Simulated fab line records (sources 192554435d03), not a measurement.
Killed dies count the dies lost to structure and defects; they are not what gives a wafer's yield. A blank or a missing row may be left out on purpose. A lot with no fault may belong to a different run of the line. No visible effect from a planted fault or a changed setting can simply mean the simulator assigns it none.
Which tool did it?    flow n5-finfet    72 wafers from 24 lots sampled at 2 of the route's 1938 steps

== WHAT EACH GAUGE READ, for each wafer ==
N5_FIN_SAQP_CD_MEAS_37: target cd 8 nm. Usual: cd-nm at 8.10 nm, with a standard deviation of 0.25.
lot   measured     on         cd-nm (nm)      flag
L074  day 2 03:03  cd-sem-03  8.07 7.98 8.01  
L075  day 2 09:05  cd-sem-02  7.65 7.76 7.92  
L076  day 2 14:46  cd-sem-01  7.67 8.18 8.13  
L077  day 2 21:12  cd-sem-03  8.22 8.02 8.15  
L078  day 3 05:07  cd-sem-01  7.90 8.21 8.12  
L079  day 3 09:07  cd-sem-03  8.07 7.91 8.10  
L080  day 3 14:16  cd-sem-03  8.49 7.87 8.21  
L081  day 4 00:32  cd-sem-02  7.67 8.35 8.20  
L082  day 4 05:43  cd-sem-03  7.65 8.05 7.90  
L083  day 4 09:02  cd-sem-02  8.17 8.06 7.92  
L084  day 4 15:57  cd-sem-02  8.21 8.38 8.39  
L085  day 4 20:57  cd-sem-01  8.47 7.52 8.37  
L086  day 5 04:50  cd-sem-03  7.85 8.28 8.48  
L087  day 5 09:56  cd-sem-03  8.21 8.27 8.19  
L088  day 5 15:23  cd-sem-02  7.73 8.60 8.16  
L089  day 5 21:37  cd-sem-01  8.00 8.15 8.13  
L090  day 6 05:14  cd-sem-01  8.08 8.39 8.20  
L091  day 6 09:57  cd-sem-03  8.03 8.13 8.25  
L092  day 6 15:29  cd-sem-02  8.06 7.75 7.85  
L093  day 6 20:19  cd-sem-03  7.65 8.03 8.24  
L094  day 7 02:20  cd-sem-01  8.37 8.21 8.10  
L095  day 7 09:08  cd-sem-01  7.90 7.95 7.92  
L096  day 7 14:11  cd-sem-03  7.63 8.25 8.23  
L097  day 7 21:19  cd-sem-01  7.88 8.33 8.34  

N5_FIN_CUT_OVL_MEAS_09. Usual: FIN_CUT_OVL typically reads 0.0 nm, with standard deviation 0.75.
lot   measured     on          FIN_CUT_OVL (nm)  flag
L074  day 2 03:32  overlay-02  -0.1 0.8 -0.2     
L075  day 2 09:34  overlay-01  -1.8 -1.4 -1.3    
L076  day 2 15:15  overlay-01  -0.4 -0.5 -0.5    
L077  day 2 21:42  overlay-01  1.2 0.8 -0.1      
L078  day 3 05:42  overlay-01  0.4 0.0 -0.3      
L079  day 3 09:42  overlay-02  0.6 -0.4 -0.9     
L080  day 3 14:51  overlay-01  1.6 0.6 0.9       
L081  day 4 01:00  overlay-02  -0.3 -0.4 -0.5    
L082  day 4 06:11  overlay-01  -0.2 1.1 -0.1     
L083  day 4 09:37  overlay-02  0.0 0.7 1.1       
L084  day 4 16:25  overlay-02  -0.1 -0.5 0.5     
L085  day 4 21:32  overlay-01  0.7 0.5 0.0       
L086  day 5 05:17  overlay-02  0.6 -0.2 1.2      
L087  day 5 10:32  overlay-01  0.3 0.8 0.8       
L088  day 5 15:59  overlay-02  2.3 0.1 0.2       
L089  day 5 22:12  overlay-01  -0.4 -1.2 -0.1    
L090  day 6 05:43  overlay-02  -0.1 -0.6 -0.1    
L091  day 6 10:25  overlay-01  -0.9 -0.2 0.2     
L092  day 6 15:58  overlay-02  0.5 0.6 0.3       
L093  day 6 20:47  overlay-02  -0.4 -0.8 0.7     
L094  day 7 02:48  overlay-02  -0.8 0.2 0.4      
L095  day 7 09:37  overlay-02  0.4 -0.2 0.6      
L096  day 7 14:40  overlay-01  0.0 0.4 -1.2      
L097  day 7 21:47  overlay-01  -0.9 -0.3 0.0     

== WHAT TOOL EACH LOT RAN ON (gives the tool, then ch and the chambers of the sampled wafers, and finally the start) ==
Record: no process step prior to these readings.

== AS READ BY THE TOOLS THEMSELVES (means over the sampled wafers that have a number; for cases with no such wafer, the mark the record gives instead) ==
The record holds no such reading with a usual standard deviation.

== THE ANSWER, worked out from the rows above alone ==
Rule: take the mean of a lot's wafers that have a number; if it is more than 3 standard deviations from the usual mean, the lot is off. A lot without any number at a reading at which 4 lots or more have one is off too. The other lots that the step has rows for count as sound. Order of review: gauges by route order, followed by the tools' own readings, for which a lot's mean as printed above is used. At the first step where some lot is off, the reading lying furthest off is the one used; lots without a number count as furthest.
None of the lots is off at any reading shown; this tells nothing.

== WHAT HAD BEEN PUT IN BY THE SIMULATOR ==
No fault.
